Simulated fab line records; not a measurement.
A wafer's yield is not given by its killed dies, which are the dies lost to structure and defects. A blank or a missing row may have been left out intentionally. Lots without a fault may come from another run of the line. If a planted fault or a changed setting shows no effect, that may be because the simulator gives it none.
Code-filled problem report in 8D (eight disciplines) form || flow n5_finfet || the parts of the form that need people (team, actions taken, sign-off) are left out

1. WHAT IS WRONG
rf_fwd_power_W at N5_HKMG_FIN_ETCH_58 reads a mean of 663.9 W on 6 wafers of 2 lots; wafers without a fault read 874.1 W with a standard deviation of 2.4. That puts it -88 standard deviations away from the usual mean.
The step: etches SOC in N2/H2, target depth 215.8 nm, time 741 s.
First seen on wafer L960.1, day 7 08:03, on rie_diel-05. Wafers with a number at this step in the record: 12, from 4 lots. The rule behind "out" and "out of limits": a value lying over 4 standard deviations away from the usual mean. The rest of the wafers with a number are treated as sound.

2. WHAT IT IS, AND WHAT IT ISN'T
{"question": "which readings at this step", "is": "rf_fwd_power_W, rf_vpp_V", "is not": "chamber_pressure_mTorr, drypump_motor_current_A, oes_product_au, showerhead_plenum_p_Torr, throttle_valve_pct"}
{"question": "which lots", "is": "L960, L961", "is not": "L950, L965"}
{"question": "which wafers of those lots", "is": "all that have a number", "is not": "-"}
{"question": "read on which tools", "is": "rie_diel-05", "is not": "rie_diel-06"}
{"question": "when", "is": "from day 7 08:03", "is not": "up to then (3 sound wafers); but 3 sound wafers of L965 came after"}

3. WHAT RULES OUT EACH SUSPECT
Counting: a tool stays on the suspect list if, at a process step up to the reading, it processed all lots that are out and no sound lot following the first of them.
- rie_diel-05 at N5_HKMG_FIN_ETCH_58 (etches SOC in N2/H2, target depth 215.8 nm, time 741 s): kept. Every lot that is out went through it, starting with L960 (day 7 08:03), and after that it ran no sound lot; the last sound lot it ran before then is L950 (day 4 11:08). Out on those wafers are its own readings of rf_fwd_power_W, rf_vpp_V.
Left after counting: rie_diel-05 at N5_HKMG_FIN_ETCH_58.

4. THE CAUSE (what the simulator had put in)
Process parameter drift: rie_diel-05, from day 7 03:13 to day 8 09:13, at N5_HKMG_FIN_ETCH_58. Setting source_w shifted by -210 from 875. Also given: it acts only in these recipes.
After counting, this tool was the only one left.

5. THE EFFECT CHAIN, in route order
One row per reading whose mean, taken over the struck wafers that have a number, lies over 3 standard deviations from the usual. Only readings whose record carries a usual standard deviation are examined. hours: median over the lots of the time between each lot's start at the first step of this table that gives one and its start at this step. sigmas: the change, counted in usual standard deviations.
{"hours": 0, "step": "N5_HKMG_FIN_ETCH_58", "reading": "rf_fwd_power_W", "usual": "874.1 W", "on struck wafers": 663.9, "change": -210.2, "sigmas": -88}
{"hours": 0, "step": "N5_HKMG_FIN_ETCH_58", "reading": "rf_vpp_V", "usual": "99.0 V", "on struck wafers": 108.8, "change": "+9.8", "sigmas": "+11"}
The process steps in it:
- N5_HKMG_FIN_ETCH_58: etches SOC in N2/H2, target depth 215.8 nm, time 741 s.
Later measuring or inspecting steps at which every struck wafer that the step has a row for has a number for every such reading, and none has moved that far: N5_BEOL_M4_RC_MEAS_101.

6. WHAT WOULD HAVE CAUGHT IT SOONER
In this record the first reading out of limits was taken at day 7 08:03, 5 hours after the fault began at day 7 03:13.
